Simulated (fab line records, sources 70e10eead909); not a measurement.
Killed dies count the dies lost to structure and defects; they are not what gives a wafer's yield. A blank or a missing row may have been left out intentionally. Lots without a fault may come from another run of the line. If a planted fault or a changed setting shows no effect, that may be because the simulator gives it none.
fab line records ; flow nand_harc ; part 2 of 2: steps 20 to 25 of 25
[record] lots = 5; wafers = 15; last_day = 32
route steps=1302 shown A_STAIRCASE@690
lots that met no fault: taken from a fault-free run of the same line
start_h: the number of hours between the record's first day and the start of the first shown wafer of the lot ; wait_h: hours since the lot's step before ; " the same as in the row above ; L1.1+2: several wafers, shown together as one row ; - no value, or no start given ; * or withheld: withheld ; < > ~ a bound
route shown NAME@n: NAME is a module with steps in the file, n the number in the route of the first one ; usual: mean/standard deviation of fault-free wafers ; same: alike in all rows ; chamber/n: place in a boat ; sites: each site's reading ; _std_site: the standard deviation of these ; _edge_site: outer sites' mean less inner sites' ; radius_mm: how far each site lies from the wafer's centre ; mask NAME#n: copy n ; behind: the last tool/chamber to shape the wafer ; hold: what put the lot on hold/how long, in hours/how the hold closed ; device: transistor that didn't switch, given as n, p or np ; end of line: tests run on the same wafers once the route is complete ; a step with no rows: only its recipe ; killed: dies that structure and defects cost at the first sort, which is not the same as the wafer's yield ; map: a wafer's dies, marking killed ones x, the rest . and places with no die _
set.NAME: setting as actually run; set.NAME@STEP: the setting as run at that earlier step ; model.NAME: the simulator's own value behind a step, which no gauge read
certain route steps with their lots: each step a table, each wafer a row
services: when a tool's chamber went out of use (start_h, in hours from the record's first day, below 0 if earlier), for how many hours, and the reason
[[steps]]
[step NHARC_A_STAIRCASE_ETCH_197]
[recipe] target_depth_a = 1000; time_s = 40.5; ion_energy_ev = 400; c4f8_flow_sccm = 20; o2_flow_sccm = 10; ar_flow_sccm = withheld; rf_w = 600; bias_w = 1000; chemistry = C4F8/O2
[usual] oes_product_au = 0.950/0.017; rf_fwd_power_W = 592/3.4; rf_vpp_V = 894/5.2
lot.wafer;tool;chamber;start_h;wait_h;oes_product_au;rf_fwd_power_W;rf_hours_counter_h;rf_vpp_V
L076.4;rie_diel-01;3;-;-;0.947;595;50;891
L076.3;rie_diel-01;1;-;-;0.945;584;50;895
L076.6;rie_diel-01;0;-;-;0.929;594;-;892
L078.2;rie_diel-10;2;-;-;0.935;598;41;896
L078.4;rie_diel-10;0;-;-;0.940;592;40;894
L078.5;rie_diel-10;1;-;-;0.928;590;-;887
L089.4;rie_diel-10;1;-;-;0.945;593;22;907
L089.2;rie_diel-10;0;-;-;0.935;591;19;894
L089.6;rie_diel-10;2;-;-;0.955;597;-;896
L092.1;rie_diel-10;2;-;-;0.949;594;35;896
L092.6;rie_diel-10;3;-;-;0.944;593;-;895
L092.5;rie_diel-10;0;-;-;0.943;589;-;893
L095.4;rie_diel-01;2;-;-;0.987;591;56;890
L095.2;rie_diel-01;0;-;-;0.956;595;67;891
L095.5;rie_diel-01;3;-;-;0.969;594;-;888
[step NHARC_A_STAIRCASE_TRIM_198]
[recipe] time_s = 211.2; o2_flow_sccm = 500; ar_flow_sccm = 0; bias_w = 0; chemistry = O2
[usual] drypump_motor_current_A = 5.75/0.27; mfc_ar_sccm = 0.016/0.011; oes_product_au = 1.001/0.0087; rf_vpp_V = 57.6/0.85; showerhead_plenum_p_Torr = 3.47/0.14; throttle_valve_pct = 17.037/0.0089
lot.wafer;tool;chamber;start_h;wait_h;drypump_motor_current_A;mfc_ar_sccm;oes_product_au;rf_hours_counter_h;rf_vpp_V;showerhead_plenum_p_Torr;throttle_valve_pct
L076.3;rie_diel-01;3;-;-;5.65;0.026;1.008;50;58.0;3.41;17.036
L076.4;rie_diel-01;2;-;-;6.15;0.022;0.994;54;56.9;3.38;17.072
L076.6;rie_diel-01;0;-;-;5.48;0.008;0.997;-;57.9;3.46;17.029
L078.2;rie_diel-10;2;-;-;5.18;0.020;0.996;41;58.1;3.55;17.030
L078.4;rie_diel-10;3;-;-;6.02;0.035;1.011;48;57.2;3.54;17.037
L078.5;rie_diel-10;1;-;-;5.59;0.017;0.987;-;56.9;3.28;17.053
L089.4;rie_diel-10;2;-;-;5.21;0.020;1.013;20;56.5;3.53;17.042
L089.2;rie_diel-10;0;-;-;5.85;0;1.007;19;55.9;3.47;17.041
L089.6;rie_diel-10;3;-;-;6.01;0.035;1.009;-;57.5;3.52;17.035
L092.1;rie_diel-10;2;-;-;5.17;0.020;1.013;35;56.8;3.52;17.026
L092.5;rie_diel-10;0;-;-;5.83;0;1.001;-;57.5;3.46;17.027
L092.6;rie_diel-10;1;-;-;5.63;0.017;1.015;-;58.1;3.79;17.023
L095.2;rie_diel-01;0;-;-;5.51;0.008;0.994;67;57.4;3.42;17.047
L095.4;rie_diel-01;3;-;-;5.66;0.026;0.990;59;57.8;3.38;17.036
L095.5;rie_diel-01;1;-;-;6.10;0;1.007;-;57.1;3.44;17.046
[step NHARC_A_STAIRCASE_ETCH_199]
[recipe] target_depth_a = 1000; time_s = 40.5; ion_energy_ev = 400; c4f8_flow_sccm = 20; o2_flow_sccm = 10; ar_flow_sccm = withheld; rf_w = 600; bias_w = 1000; chemistry = C4F8/O2
[usual] oes_product_au = 0.946/0.011; rf_fwd_power_W = 591.9/3; rf_vpp_V = 894/5.1
lot.wafer;tool;chamber;start_h;wait_h;oes_product_au;rf_fwd_power_W;rf_hours_counter_h;rf_vpp_V
L076.4;rie_diel-01;2;-;-;0.948;591.5;54;890
L076.3;rie_diel-01;1;-;-;0.943;584.1;50;894
L076.6;rie_diel-01;3;-;-;0.947;594.3;-;891
L078.4;rie_diel-10;1;-;-;0.922;593.6;38;885
L078.2;rie_diel-10;2;-;-;0.943;594.6;41;896
L078.5;rie_diel-10;0;-;-;0.935;593.5;-;894
L089.4;rie_diel-10;0;-;-;0.941;591.0;19;893
L089.2;rie_diel-10;1;-;-;0.951;592.9;22;906
L089.6;rie_diel-10;2;-;-;0.951;596.7;-;897
L092.1;rie_diel-10;1;-;-;0.940;595.0;34;905
L092.6;rie_diel-10;0;-;-;0.948;591.2;-;893
L092.5;rie_diel-10;1;-;-;0.944;591.7;-;903
L095.4;rie_diel-01;0;-;-;0.938;595.0;67;891
L095.2;rie_diel-01;1;-;-;0.960;585.6;67;893
L095.5;rie_diel-01;3;-;-;0.963;590.3;-;889
[step NHARC_A_STAIRCASE_TRIM_200]
[recipe] time_s = 211.2; o2_flow_sccm = 500; ar_flow_sccm = 0; bias_w = 0; chemistry = O2
[usual] drypump_motor_current_A = 5.75/0.26; mfc_ar_sccm = 0.016/0.011; oes_product_au = 1.000/0.0085; rf_vpp_V = 57.6/0.89; showerhead_plenum_p_Torr = 3.48/0.15; throttle_valve_pct = 17.036/0.0095
lot.wafer;tool;chamber;start_h;wait_h;drypump_motor_current_A;mfc_ar_sccm;oes_product_au;rf_hours_counter_h;rf_vpp_V;showerhead_plenum_p_Torr;throttle_valve_pct
L076.4;rie_diel-01;3;-;-;5.68;0.026;1.000;50;57.3;3.41;17.052
L076.3;rie_diel-01;1;-;-;6.11;0;0.997;50;58.7;3.48;17.036
L076.6;rie_diel-01;2;-;-;6.14;0.022;0.994;-;56.0;3.38;17.019
L078.2;rie_diel-10;2;-;-;5.18;0.020;1.005;41;57.4;3.55;17.025
L078.4;rie_diel-10;3;-;-;6.02;0.035;1.007;48;58.2;3.54;17.034
L078.5;rie_diel-10;0;-;-;5.82;0;0.983;-;57.8;3.49;17.049
L089.4;rie_diel-10;1;-;-;5.62;0.017;0.993;22;58.2;3.80;17.030
L089.2;rie_diel-10;0;-;-;5.81;0;0.992;19;57.4;3.47;17.027
L089.6;rie_diel-10;1;-;-;5.62;0.017;0.992;-;57.8;3.80;17.037
L092.1;rie_diel-10;2;-;-;5.23;0.020;0.999;35;58.5;3.52;17.038
L092.5;rie_diel-10;0;-;-;5.85;0;1.006;-;58.7;3.46;17.041
L092.6;rie_diel-10;1;-;-;5.62;0.017;1.003;-;56.8;3.79;17.031
L095.4;rie_diel-01;2;-;-;6.12;0.022;1.002;56;58.4;3.35;17.010
L095.2;rie_diel-01;3;-;-;5.65;0.026;1.000;59;56.8;3.38;17.045
L095.5;rie_diel-01;2;-;-;6.11;0.022;0.995;-;56.0;3.35;17.049
[step NHARC_A_STAIRCASE_ETCH_201]
[recipe] target_depth_a = 1000; time_s = 40.5; ion_energy_ev = 400; c4f8_flow_sccm = 20; o2_flow_sccm = 10; ar_flow_sccm = withheld; rf_w = 600; bias_w = 1000; chemistry = C4F8/O2
[usual] oes_product_au = 0.946/0.01; rf_fwd_power_W = 592/3.1; rf_vpp_V = 894/5.2
lot.wafer;tool;chamber;start_h;wait_h;oes_product_au;rf_fwd_power_W;rf_hours_counter_h;rf_vpp_V
L076.3;rie_diel-01;2;-;-;0.935;590;54;890
L076.4;rie_diel-01;3;-;-;0.943;594;50;891
L076.6;rie_diel-01;1;-;-;0.943;588;-;894
L078.4;rie_diel-10;3;-;-;0.956;595;48;896
L078.2;rie_diel-10;0;-;-;0.936;593;40;894
L078.5;rie_diel-10;3;-;-;0.953;597;-;896
L089.4;rie_diel-10;2;-;-;0.947;594;24;897
L089.2;rie_diel-10;3;-;-;0.941;596;21;897
L089.6;rie_diel-10;0;-;-;0.949;592;-;894
L092.1;rie_diel-10;0;-;-;0.946;592;31;895
L092.5;rie_diel-10;1;-;-;0.941;595;-;904
L092.6;rie_diel-10;2;-;-;0.951;596;-;894
L095.4;rie_diel-01;1;-;-;0.948;588;67;893
L095.2;rie_diel-01;0;-;-;0.932;589;67;893
L095.5;rie_diel-01;1;-;-;0.952;590;-;894
[step NHARC_A_STAIRCASE_TRIM_202]
[recipe] time_s = 211.2; o2_flow_sccm = 500; ar_flow_sccm = 0; bias_w = 0; chemistry = O2
[usual] drypump_motor_current_A = 5.74/0.28; mfc_ar_sccm = 0.017/0.011; oes_product_au = 1.002/0.0096; rf_vpp_V = 57.7/0.92; showerhead_plenum_p_Torr = 3.48/0.15; throttle_valve_pct = 17.035/0.0095
lot.wafer;tool;chamber;start_h;wait_h;drypump_motor_current_A;mfc_ar_sccm;oes_product_au;rf_hours_counter_h;rf_vpp_V;showerhead_plenum_p_Torr;throttle_valve_pct
L076.3;rie_diel-01;3;-;-;5.64;0.026;0.996;51;58.9;3.41;17.026
L076.4;rie_diel-01;0;-;-;5.48;0.008;1.002;55;57.7;3.46;17.038
L076.6;rie_diel-01;2;-;-;6.12;0.022;1.003;-;59.0;3.38;17.032
L078.2;rie_diel-10;3;-;-;6.00;0.035;1.012;48;57.4;3.54;17.034
L078.4;rie_diel-10;0;-;-;5.81;0;0.994;40;58.6;3.49;17.035
L078.5;rie_diel-10;1;-;-;5.59;0.017;1.002;-;56.1;3.28;17.045
L089.2;rie_diel-10;2;-;-;5.20;0.020;0.997;24;58.9;3.53;17.064
L089.4;rie_diel-10;3;-;-;6.02;0.035;0.999;21;59.4;3.52;17.020
L089.6;rie_diel-10;0;-;-;5.85;0;0.997;-;57.9;3.47;17.046
L092.1;rie_diel-10;3;-;-;6.02;0.035;0.997;33;57.7;3.51;17.020
L092.6;rie_diel-10;0;-;-;5.85;0;1.002;-;58.6;3.46;17.040
L092.5;rie_diel-10;1;-;-;5.61;0.017;0.995;-;57.6;3.79;17.037
L095.4;rie_diel-01;1;-;-;6.11;0;1.007;67;57.9;3.44;17.027
L095.2;rie_diel-01;3;-;-;5.67;0.026;0.998;60;57.8;3.38;17.038
L095.5;rie_diel-01;1;-;-;6.11;0;1.008;-;58.2;3.44;17.028
[[services]]
tool;chamber;start_h;hours;kind
krf_scanner-02;-;353.16;0.5;repair
rie_diel-10;0;354.49;-;clean
rie_diel-10;1;354.49;-;clean
rie_diel-10;2;354.49;-;clean
rie_diel-10;3;354.49;-;clean
rie_diel-10;0;378.99;-;clean
rie_diel-10;1;378.99;-;clean
rie_diel-10;2;378.99;-;clean
rie_diel-10;3;378.99;-;clean
rie_diel-01;-;382.61;9.0;pm
rie_diel-10;1;393.31;7.2;repair
krf_scanner-03;-;396.00;4.0;pm
litho_track-02;-;402.00;7.0;pm
rie_diel-10;0;404.38;-;clean
rie_diel-10;1;404.38;-;clean
rie_diel-10;-;424.43;9.0;pm
litho_track-07;-;426.00;7.0;pm
krf_scanner-02;-;438.00;4.0;pm
rie_diel-01;2;443.63;9.3;repair
litho_track-03;-;450.00;7.0;pm
krf_scanner-03;-;465.94;116.4;repair
rie_diel-01;0;483.12;3.1;repair
krf_scanner-01;-;484.00;4.0;pm
krf_scanner-01;-;550.32;4.0;repair
